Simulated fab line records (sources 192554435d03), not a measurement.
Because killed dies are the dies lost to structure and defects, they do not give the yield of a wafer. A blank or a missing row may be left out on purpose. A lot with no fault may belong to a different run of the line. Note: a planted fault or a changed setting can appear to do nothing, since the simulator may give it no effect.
fab line records	flow n5Finfet
[record] lots = 10	wafers = 30	lastDay = 17
route steps=1938 shown BEOL_M2@911 BEOL_M3@933 BEOL_M4@1111 PASSIVATION@1936
lots with no fault: from the same line, run without faults
startH: hours from the record's opening day to when the first of the lot's shown wafers began	waitH: how many hours have passed since the lot's step before this one	" same as the row above	L1.1+2: a single row standing in for several wafers	- no value, or no start was given	* or withheld: withheld	< > ~ a bound
route shown NAME@n: names a module that has steps shown in the file, with the first one's number in the route	usual: mean/standard deviation of fault-free wafers	same: alike in all rows	chamber/n: place in a boat	sites: readings site by site	_std_site: standard deviation across them	_edge_site: outer sites' mean less inner sites'	radiusMm: how far each site lies from the wafer's centre	mask NAME#n: copy n	behind: tool/chamber where the wafer was last shaped	hold: the reason the lot was held/the length of the hold in hours/how it ended	device: which transistor (n, p or np) failed to switch	end of line: the tests these same wafers got at the end of their route	where a step has no rows: the recipe by itself	killed: the dies lost at the first sort to structure and to defects; this is not the yield of the wafer	map: per-die view of a wafer (x killed, . not killed, _ where there is no die)
set.NAME: setting as actually run; set.NAME@STEP: the setting as run at that earlier step	model.NAME: the simulator's own value behind a step, which no gauge read
steps of the route over a sample of lots; a table a step, a row a wafer
services: the hour from which a tool's chamber was out of use, counted from the record's first day as startH (under 0 if before that day), plus the number of hours and why
[[steps]]
[step N5_BEOL_M2_ANNEAL_87]
[recipe] tempC = 400	timeS = 240	ambient = vacuum
[usual] heaterPowerW = 800/95
lot.wafer	tool	chamber	startH	waitH	heaterPowerW
L252.2	pvdSputter-03	-	153.15	0.0	809
L252.3	"	-	"	"	719
L252.5	"	-	"	"	719
L255.3	pvdSputter-01	-	165.73	0.0	810
L255.4	"	-	"	"	968
L255.5	"	-	"	"	807
L256.1	pvdSputter-02	-	173.79	0.0	817
L256.2	"	-	"	"	596
L256.6	"	-	"	"	752
L257.1	pvdSputter-03	-	180.21	0.0	844
L257.2	"	-	"	"	824
L257.5	"	-	"	"	821
L261.2	pvdSputter-03	-	202.26	0.0	726
L261.3	"	-	"	"	842
L261.6	"	-	"	"	850
L267.2	pvdSputter-02	-	234.87	0.0	792
L267.3	"	-	"	"	584
L267.5	"	-	"	"	586
L268.1	pvdSputter-02	-	238.26	0.0	783
L268.3	"	-	"	"	804
L268.6	"	-	"	"	599
L272.2	pvdSputter-03	-	264.38	0.0	819
L272.4	"	-	"	"	860
L272.6	"	-	"	"	703
L273.1	pvdSputter-01	-	269.45	0.0	782
L273.2	"	-	"	"	974
L273.6	"	-	"	"	992
L274.2	pvdSputter-03	-	284.14	0.0	844
L274.3	"	-	"	"	826
L274.5	"	-	"	"	730
[step N5_BEOL_M2_ANNEAL_91]
[recipe] tempC = 400	timeS = 240	ambient = vacuum
[usual] heaterPowerW = 803/95
lot.wafer	tool	chamber	startH	waitH	heaterPowerW
L252.2	pvdSputter-03	-	153.59	0.0	838
L252.3	"	-	"	"	717
L252.5	"	-	"	"	745
L255.3	pvdSputter-01	-	166.17	0.0	796
L255.4	"	-	"	"	990
L255.5	"	-	"	"	823
L256.1	pvdSputter-02	-	174.23	0.0	776
L256.2	"	-	"	"	607
L256.6	"	-	"	"	789
L257.1	pvdSputter-03	-	180.65	0.0	852
L257.2	"	-	"	"	844
L257.5	"	-	"	"	831
L261.2	pvdSputter-03	-	202.70	0.0	717
L261.3	"	-	"	"	864
L261.6	"	-	"	"	847
L267.2	pvdSputter-02	-	235.31	0.0	793
L267.3	"	-	"	"	609
L267.5	"	-	"	"	599
L268.1	pvdSputter-02	-	238.70	0.0	786
L268.3	"	-	"	"	826
L268.6	"	-	"	"	616
L272.2	pvdSputter-03	-	264.82	0.0	830
L272.4	"	-	"	"	837
L272.6	"	-	"	"	747
L273.1	pvdSputter-01	-	269.89	0.0	811
L273.2	"	-	"	"	1002
L273.6	"	-	"	"	999
L274.2	pvdSputter-03	-	284.58	0.0	851
L274.3	"	-	"	"	843
L274.5	"	-	"	"	736
[step N5_BEOL_M2_SPUTTER_94]
[recipe] material = Cu	targetThkA = 45	tempC = -20	chamberPressurePa = 0.07	powerW = withheld	timeS = 8.29
[usual] substrateTempC = -20.00/0.11	throttleValvePct = 29.8/1.3
lot.wafer	tool	chamber	startH	waitH	substrateTempC	throttleValvePct
L252.2	pvdSputter-03	-	153.95	0.1	-19.99	31.5
L252.3	"	-	"	"	-20.16	30.7
L252.5	"	-	"	"	-19.99	30.6
L255.3	pvdSputter-01	-	166.53	0.1	-20.15	27.7
L255.4	"	-	"	"	-19.81	29.7
L255.5	"	-	"	"	-19.96	27.2
L256.1	pvdSputter-02	-	174.59	0.1	-20.19	29.4
L256.2	"	-	"	"	-19.90	30.4
L256.6	"	-	"	"	-19.98	30.9
L257.1	pvdSputter-03	-	181.01	0.1	-19.84	29.2
L257.2	"	-	"	"	-19.97	31.1
L257.5	"	-	"	"	-19.89	31.4
L261.2	pvdSputter-03	-	203.06	0.1	-20.13	30.6
L261.3	"	-	"	"	-19.80	29.0
L261.6	"	-	"	"	-19.94	31.2
L267.2	pvdSputter-02	-	235.67	0.1	-20.02	29.6
L267.3	"	-	"	"	-19.86	30.5
L267.5	"	-	"	"	-20.18	30.8
L268.1	pvdSputter-02	-	239.06	0.1	-19.87	29.3
L268.3	"	-	"	"	-19.92	29.4
L268.6	"	-	"	"	-19.99	30.7
L272.2	pvdSputter-03	-	265.18	0.1	-19.86	31.2
L272.4	"	-	"	"	-20.04	29.2
L272.6	"	-	"	"	-20.10	30.7
L273.1	pvdSputter-01	-	270.25	0.1	-20.02	28.0
L273.2	"	-	"	"	-20.28	30.0
L273.6	"	-	"	"	-20.01	29.7
L274.2	pvdSputter-03	-	284.94	0.1	-19.96	29.2
L274.3	"	-	"	"	-19.91	31.2
L274.5	"	-	"	"	-19.95	30.6
[step N5_BEOL_M3_PECVD_72]
[recipe] material = SiO2	targetThkA = 160	tempC = 400	precursor = TEOS/O2	pressureTorr = 5.5	rfW = 450	teosFlowSccm = 53.8	gas = O2	flowSccm = 3000	timeS = 18
[usual] heaterPowerW = 756/100	showerheadPlenumPTorr = 8.79/0.07	susceptorTempC = 400.03/0.25	throttleValvePct = 22.4/1.1
lot.wafer	tool	chamber	startH	waitH	heaterPowerW	showerheadPlenumPTorr	susceptorTempC	throttleValvePct
L252.2	pecvd-04	0	155.39	0.0	804	8.87	400.06	23.0
L252.3	"	2	"	"	881	8.74	399.74	25.6
L252.5	"	0	"	"	806	8.87	400.03	23.2
L255.3	pecvd-01	0	167.96	0.0	735	8.86	399.87	22.6
L255.4	"	1	"	"	699	8.79	399.62	21.6
L255.5	"	2	"	"	749	8.64	399.95	20.7
L256.1	pecvd-03	1	176.06	0.0	740	8.79	399.54	22.5
L256.2	"	2	"	"	675	8.76	400.14	21.4
L256.6	"	1	"	"	740	8.77	399.89	22.3
L257.1	pecvd-01	0	182.72	0.0	779	8.86	400.24	22.6
L257.2	"	2	"	"	761	8.61	400.07	20.2
L257.5	"	1	"	"	621	8.77	400.31	21.5
L261.2	pecvd-04	1	204.55	0.0	943	8.82	400.30	22.5
L261.3	"	0	"	"	914	8.87	413.06	23.2
L261.6	"	1	"	"	954	8.82	400.16	22.7
L267.2	pecvd-03	1	237.11	0.0	720	8.80	400.28	22.4
L267.3	"	1	"	"	719	8.79	399.96	22.7
L267.5	"	2	"	"	589	8.77	399.61	21.8
L268.1	pecvd-01	0	240.91	0.0	812	8.85	399.74	22.3
L268.3	"	1	"	"	663	8.77	399.75	21.6
L268.6	"	0	"	"	662	8.86	399.62	22.4
L272.2	pecvd-04	0	267.06	0.0	816	8.90	400.25	23.2
L272.4	"	0	"	"	809	8.86	400.40	23.6
L272.6	"	1	"	"	903	8.84	400.17	22.7
L273.1	pecvd-04	2	271.70	0.0	725	8.72	399.92	21.8
L273.2	"	0	"	"	823	8.87	399.59	23.4
L273.6	"	0	"	"	805	8.87	399.78	23.3
L274.2	pecvd-04	1	286.39	0.0	946	8.81	399.79	22.6
L274.3	"	0	"	"	856	8.85	400.28	23.7
L274.5	"	2	"	"	801	8.71	400.43	22.0
[step N5_BEOL_M4_RC_MEAS_101]
[usual] DIBL_N = 36.3/1.2	DIBL_P = 36.1/1.6	IOFF_N = 0.161/0.023	IOFF_P = 0.209/0.027	ION_N = 676/8.9	ION_P = 462/5.3	SS_N = 71.5/0.51	SS_P = 73.2/0.5	VT_N = 249.1/2.5	VT_P = -249.9/2.8
lot.wafer	tool	chamber	startH	waitH	DIBL_N[mV/V]	DIBL_P[mV/V]	IOFF_N[nA/um]	IOFF_P[nA/um]	ION_N[uA/um]	ION_P[uA/um]	SS_N[mV/dec]	SS_P[mV/dec]	VT_N[mV]	VT_P[mV]
L252.2	prober-01	0	176.29	0.2	36.1	35.6	0.155	0.203	683	462	71.5	72.9	248.2	-249.9
L252.3	"	0	"	"	35.8	36.2	0.145	0.211	671	461	70.9	72.7	248.5	-250.4
L252.5	"	0	"	"	37.7	38.1	0.185	0.249	689	471	71.6	73.9	246.0	-247.5
L255.3	prober-02	0	185.41	0.3	35.5	34.7	0.126	0.169	658	450	70.6	72.4	250.9	-255.3
L255.4	"	0	"	"	34.8	33.8	0.121	0.164	664	457	69.9	72.7	252.8	-255.6
L255.5	"	0	"	"	36.0	35.1	0.137	0.182	672	459	70.4	72.3	252.8	-254.5
L256.1	prober-02	0	196.58	0.0	37.6	36.7	0.184	0.262	682	471	71.5	73.2	245.7	-246.9
L256.2	"	0	"	"	36.4	36.1	0.168	0.241	686	468	71.5	73.4	247.2	-244.0
L256.6	"	0	"	"	37.9	37.3	0.192	0.272	678	465	71.8	73.4	248.0	-243.8
L257.1	prober-02	0	204.65	0.0	36.5	35.8	0.158	0.203	669	459	71.6	73.5	249.0	-249.5
L257.2	"	0	"	"	37.4	37.8	0.188	0.239	675	459	71.5	73.4	248.5	-247.8
L257.5	"	0	"	"	37.1	37.4	0.198	0.240	683	466	71.6	74.4	248.4	-247.9
L261.2	prober-01	0	226.46	0.2	36.6	36.6	0.164	0.206	684	463	71.7	72.9	246.6	-249.0
L261.3	"	0	"	"	36.6	37.1	0.165	0.209	687	465	71.4	73.7	249.3	-247.0
L261.6	"	0	"	"	36.2	36.4	0.150	0.196	673	457	70.7	73.0	248.3	-250.7
L267.2	prober-01	0	256.72	0.2	36.9	35.3	0.150	0.187	673	460	70.5	72.4	250.0	-250.0
L267.3	"	0	"	"	38.1	37.1	0.188	0.223	676	454	71.6	73.1	248.3	-248.1
L267.5	"	0	"	"	38.1	36.7	0.179	0.210	674	464	71.6	73.3	246.3	-252.6
L268.1	prober-02	0	268.69	0.0	37.3	39.7	0.196	0.241	692	468	71.8	73.2	245.1	-249.5
L268.3	"	0	"	"	37.7	39.0	0.200	0.229	687	466	72.1	74.0	247.1	-250.1
L268.6	"	0	"	"	35.5	36.3	0.151	0.188	678	464	71.4	73.0	249.1	-253.0
L272.2	prober-02	0	284.75	0.2	34.3	35.7	0.117	0.192	663	461	71.9	72.9	254.1	-252.3
L272.4	"	0	"	"	35.8	36.9	0.135	0.214	666	463	71.0	73.7	254.6	-249.9
L272.6	"	0	"	"	36.0	37.6	0.138	0.222	673	467	71.6	73.1	254.9	-250.0
L273.1	prober-01	0	294.29	0.0	35.6	36.5	0.161	0.215	666	461	71.9	73.0	249.0	-250.2
L273.2	"	0	"	"	36.1	37.8	0.182	0.238	681	461	71.8	73.9	246.7	-247.1
L273.6	"	0	"	"	36.0	37.2	0.166	0.222	677	462	72.7	73.7	248.1	-251.9
L274.2	prober-01	0	310.37	0.2	37.1	36.4	0.166	0.217	679	465	71.8	73.3	250.1	-246.2
L274.3	"	0	"	"	36.0	35.6	0.143	0.202	674	463	71.9	73.1	250.6	-248.4
L274.5	"	0	"	"	35.0	34.3	0.132	0.178	662	457	71.6	73.4	251.1	-248.6
[step N5_PASSIVATION_PROBE_49]
[usual] defectLimitedYield = 91.3/1.5	killed_at_M0_to_M3 = 35/10	killed_at_M4_up = 13/5.3	killedAtContacts = 12/5.7	killedAtFrontEnd = 39/11	killedAtOther = 3.3/2.7	killedDies = 102/18	killedOpen = 67/13	killedShort = 34/7.8	sort_bin_5_function = 5.1/1	sort_bin_6_memory = 3.3/0.68	sortNPass = 1078/18	sortYieldPct = 91.3/1.5
[same] grossDies = 1180	killedAtBackSide = 0	sort_bin_4_leakage[%] = 0	sort_bin_8_speed[%] = 0
lot.wafer	tool	chamber	startH	waitH	defectLimitedYield[%]	killed_at_M0_to_M3	killed_at_M4_up	killedAtContacts	killedAtFrontEnd	killedAtOther	killedDies	killedOpen	killedShort	sort_bin_5_function[%]	sort_bin_6_memory[%]	sortNPass	sortYieldPct[%]
L252.2	prober-01	-	274.00	0.1	89.9	27	19	10	58	5	119	76	37	5.1	4.6	1061	89.9
L252.3	prober-01	-	274.05	0.1	91.9	26	13	7	46	3	95	69	24	5.0	3.0	1085	91.9
L252.5	prober-01	-	274.15	0.2	88.4	57	13	8	57	2	137	102	33	7.5	4.0	1043	88.4
L261.2	prober-02	-	334.05	0.1	91.9	46	9	9	30	2	96	59	36	5.1	2.9	1084	91.9
L261.3	prober-02	-	334.10	0.1	90.5	37	15	16	41	3	112	64	48	5.8	3.4	1068	90.5
L261.6	prober-02	-	334.25	0.3	90.0	45	16	9	42	6	118	75	41	5.3	4.4	1062	90.0
L268.1	prober-02	-	370.04	0.0	89.7	44	7	14	51	5	121	66	54	5.5	4.3	1059	89.7
L268.3	prober-02	-	370.14	0.1	91.7	31	10	23	32	2	98	72	26	4.6	3.6	1082	91.7
L268.6	prober-02	-	370.29	0.3	92.8	22	18	14	27	4	85	58	27	4.9	2.3	1095	92.8
L272.2	prober-01	-	389.17	0.1	92.2	22	18	10	35	7	92	57	33	4.8	2.5	1088	92.2
L272.4	prober-01	-	389.27	0.2	89.7	34	19	13	51	5	122	83	36	6.4	3.4	1058	89.7
L272.6	prober-01	-	389.37	0.3	90.9	26	16	7	52	6	107	67	38	5.0	3.6	1073	90.9
L273.1	prober-01	-	391.29	0.0	92.9	26	20	1	37	0	84	56	27	4.2	2.7	1096	92.9
L273.2	prober-01	-	391.34	0.1	94.4	20	10	10	25	1	66	43	22	3.1	2.5	1114	94.4
L273.6	prober-01	-	391.54	0.3	92.3	36	13	8	34	0	91	63	25	4.2	3.2	1089	92.3
L274.2	prober-02	-	408.24	0.1	88.9	29	11	10	70	11	131	91	39	6.7	4.1	1049	88.9
L274.3	prober-02	-	408.29	0.1	91.5	27	20	14	34	5	100	65	34	4.8	3.1	1080	91.5
L274.5	prober-02	-	408.39	0.2	90.6	24	16	9	58	4	111	62	48	5.3	3.6	1069	90.6
// killed by level:class
L252.2 FIN_SAQP:geometricParticle:open=21 STI_FIN_REVEAL:geometricParticle:open=12 BEOL_M4:geometricParticle:open=10 FIN_SAQP:geometricParticle:short=9 MOL_CONTACT_COAG:geometricParticle:short=5 MOL_CONTACT_COAG:geometricParticle:open=5 BEOL_M3:geometricParticle:open=5 BEOL_M0_SAQP:geometricParticle:open=4
L252.3 FIN_SAQP:geometricParticle:open=13 BEOL_M2:geometricParticle:open=12 STI_FIN_REVEAL:geometricParticle:open=11 FIN_SAQP:geometricParticle:short=9 BEOL_M3:geometricParticle:open=8 BEOL_M4:geometricParticle:open=8 MOL_CONTACT_COAG:geometricParticle:open=7 STI_FIN_REVEAL:geometricParticle:short=4
L252.5 FIN_SAQP:geometricParticle:open=24 BEOL_M3:geometricParticle:open=12 BEOL_M0_SAQP:geometricParticle:open=11 BEOL_M2:geometricParticle:open=11 BEOL_M0:geometricParticle:open=9 FIN_SAQP:geometricParticle:short=6 BEOL_M4:geometricParticle:open=6 DUMMY_GATE:geometricParticle:open=5
L261.2 BEOL_M0_SAQP:geometricParticle:short=18 STI_FIN_REVEAL:geometricParticle:open=10 BEOL_M0:geometricParticle:open=10 BEOL_M0_SAQP:geometricParticle:open=7 FIN_SAQP:geometricParticle:short=5 MOL_CONTACT_COAG:geometricParticle:open=5 FIN_SAQP:geometricParticle:open=4 MOL_CONTACT_COAG:geometricParticle:short=4
L261.3 BEOL_M0_SAQP:geometricParticle:short=17 MOL_CONTACT_COAG:geometricParticle:open=14 FIN_SAQP:geometricParticle:short=10 BEOL_M0_SAQP:geometricParticle:open=7 STARTING-WAFER:geometricParticle:open=7 FIN_SAQP:geometricParticle:open=5 STI_FIN_REVEAL:geometricParticle:open=5 BEOL_M4:geometricParticle:open=5
L261.6 STI_FIN_REVEAL:geometricParticle:open=13 BEOL_M0_SAQP:geometricParticle:short=12 BEOL_M0:geometricParticle:open=10 FIN_SAQP:geometricParticle:open=8 FIN_SAQP:geometricParticle:short=7 MOL_CONTACT_COAG:geometricParticle:open=7 BEOL_M0_SAQP:geometricParticle:open=7 BEOL_M5:geometricParticle:open=5
L268.1 FIN_SAQP:geometricParticle:open=16 BEOL_M0_SAQP:geometricParticle:short=16 STI_FIN_REVEAL:geometricParticle:open=11 FIN_SAQP:geometricParticle:short=10 MOL_CONTACT_COAG:geometricParticle:open=10 BEOL_M0_SAQP:geometricParticle:open=10 GATE_CUT:geometricParticle:short=5 BEOL_M0:geometricParticle:short=5
L268.3 MOL_CONTACT_COAG:geometricParticle:open=21 FIN_SAQP:geometricParticle:open=14 BEOL_M0_SAQP:geometricParticle:open=9 BEOL_M0_SAQP:geometricParticle:short=6 BEOL_M4:geometricParticle:open=6 FIN_SAQP:geometricParticle:short=4 BEOL_M2:geometricParticle:open=4 BEOL_M3:geometricParticle:open=4
L268.6 BEOL_M4:geometricParticle:open=11 STI_FIN_REVEAL:geometricParticle:open=10 MOL_CONTACT_COAG:geometricParticle:open=10 FIN_SAQP:geometricParticle:short=5 BEOL_M0_SAQP:geometricParticle:short=5 BEOL_M1:geometricParticle:open=5 MOL_CONTACT_COAG:geometricParticle:short=4 BEOL_M0_SAQP:geometricParticle:open=4
L272.2 FIN_SAQP:geometricParticle:open=8 MOL_CONTACT_COAG:geometricParticle:open=8 FIN_SAQP:geometricParticle:short=6 GATE_CUT:geometricParticle:short=6 BEOL_M0_SAQP:geometricParticle:open=6 BEOL_M1:geometricParticle:open=6 BEOL_M4:geometricParticle:open=5 BEOL_M5:geometricParticle:open=5
L272.4 FIN_SAQP:geometricParticle:open=14 BEOL_M1:geometricParticle:open=14 STI_FIN_REVEAL:geometricParticle:open=10 MOL_CONTACT_COAG:geometricParticle:open=10 BEOL_M0_SAQP:geometricParticle:short=7 BEOL_M4:geometricParticle:open=6 FIN_SAQP:geometricParticle:short=5 DUMMY_GATE:geometricParticle:open=5
L272.6 FIN_SAQP:geometricParticle:open=14 FIN_SAQP:geometricParticle:short=8 BEOL_M1:geometricParticle:open=8 STI_FIN_REVEAL:geometricParticle:open=7 BEOL_M4:geometricParticle:open=7 DUMMY_GATE:geometricParticle:open=6 BEOL_M0_SAQP:geometricParticle:short=6 MOL_CONTACT_COAG:geometricParticle:open=4
L273.1 STI_FIN_REVEAL:geometricParticle:open=13 BEOL_M4:geometricParticle:open=10 BEOL_M1:geometricParticle:open=9 BEOL_M5:geometricParticle:open=5 STI_FIN_REVEAL:geometricParticle:short=4 STARTING-WAFER:geometricParticle:short=4 BEOL_M3:geometricParticle:open=4 ILD0:geometricParticle:short=3
L273.2 MOL_CONTACT_COAG:geometricParticle:open=8 STI_FIN_REVEAL:geometricParticle:open=7 BEOL_M3:geometricParticle:open=5 FIN_SAQP:geometricParticle:short=4 BEOL_M0_SAQP:geometricParticle:open=3 BEOL_M2:geometricParticle:open=3 STARTING-WAFER:geometricParticle:short=3 DUMMY_GATE:geometricParticle:open=2
L273.6 BEOL_M3:geometricParticle:open=9 FIN_SAQP:geometricParticle:open=8 STI_FIN_REVEAL:geometricParticle:open=7 BEOL_M1:geometricParticle:open=7 MOL_CONTACT_COAG:geometricParticle:open=6 FIN_SAQP:geometricParticle:short=5 BEOL_M0_SAQP:geometricParticle:short=5 BEOL_M0:geometricParticle:open=4
L274.2 FIN_SAQP:geometricParticle:open=15 STI_FIN_REVEAL:geometricParticle:open=15 GATE_CUT:geometricParticle:open=12 BEOL_M2:geometricParticle:open=11 MOL_CONTACT_COAG:geometricParticle:open=10 MIM_TOP_ETCH:geometricParticle:open=8 STARTING-WAFER:geometricParticle:short=8 GATE_CUT:geometricParticle:short=7
L274.3 BEOL_M4:geometricParticle:open=12 MOL_CONTACT_COAG:geometricParticle:open=11 FIN_SAQP:geometricParticle:short=8 BEOL_M0_SAQP:geometricParticle:short=8 BEOL_M0_SAQP:geometricParticle:open=7 FIN_SAQP:geometricParticle:open=6 BEOL_M2:geometricParticle:open=6 STI_FIN_REVEAL:geometricParticle:open=5
L274.5 FIN_SAQP:geometricParticle:short=14 FIN_SAQP:geometricParticle:open=10 STI_FIN_REVEAL:geometricParticle:open=10 MOL_CONTACT_COAG:geometricParticle:open=7 DUMMY_GATE:geometricParticle:open=6 GATE_CUT:geometricParticle:short=6 BEOL_M4:geometricParticle:short=5 STARTING-WAFER:geometricParticle:short=5
[[services]]
tool	chamber	startH	hours	kind
pecvd-04	0	172.81	5.5	scheduledDown
pecvd-04	0	184.52	2.1	scheduledDown
pecvd-03	2	190.05	6.5	repair
pecvd-01	-	195.64	14.6	pm
pecvd-04	2	202.39	-	clean
pecvd-04	2	202.39	-	consumableReplace:showerhead
pecvd-04	2	202.39	29.0	scheduledDown
pecvd-04	2	202.39	29.0	ventCycle
pecvd-01	2	213.94	2.1	scheduledDown
pecvd-03	0	231.60	8.4	repair
pecvd-01	0	267.79	6.9	repair
[[key]]
[firstSign] step = N5_BEOL_M3_PECVD_72	reading = susceptorTempC	direction = up	sigmas = 53	usual = *	struck = *
effect none on later readings
metAt N5_BEOL_M3_PECVD_72
struckLots L261
struckWafers L261.3
notActingAt N5_BEOL_M2_ANNEAL_87,N5_BEOL_M2_ANNEAL_91,N5_BEOL_M2_SPUTTER_94
onsetBetween 155.39 204.55
[fault] kind = processParameterDrift	tool = pecvd-04	chamber = 0	onsetH = 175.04	steps = N5_BEOL_M3_PECVD_72	channel = tempC	offset = *	shape = step	endH = 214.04	actsIn = *	stated = *
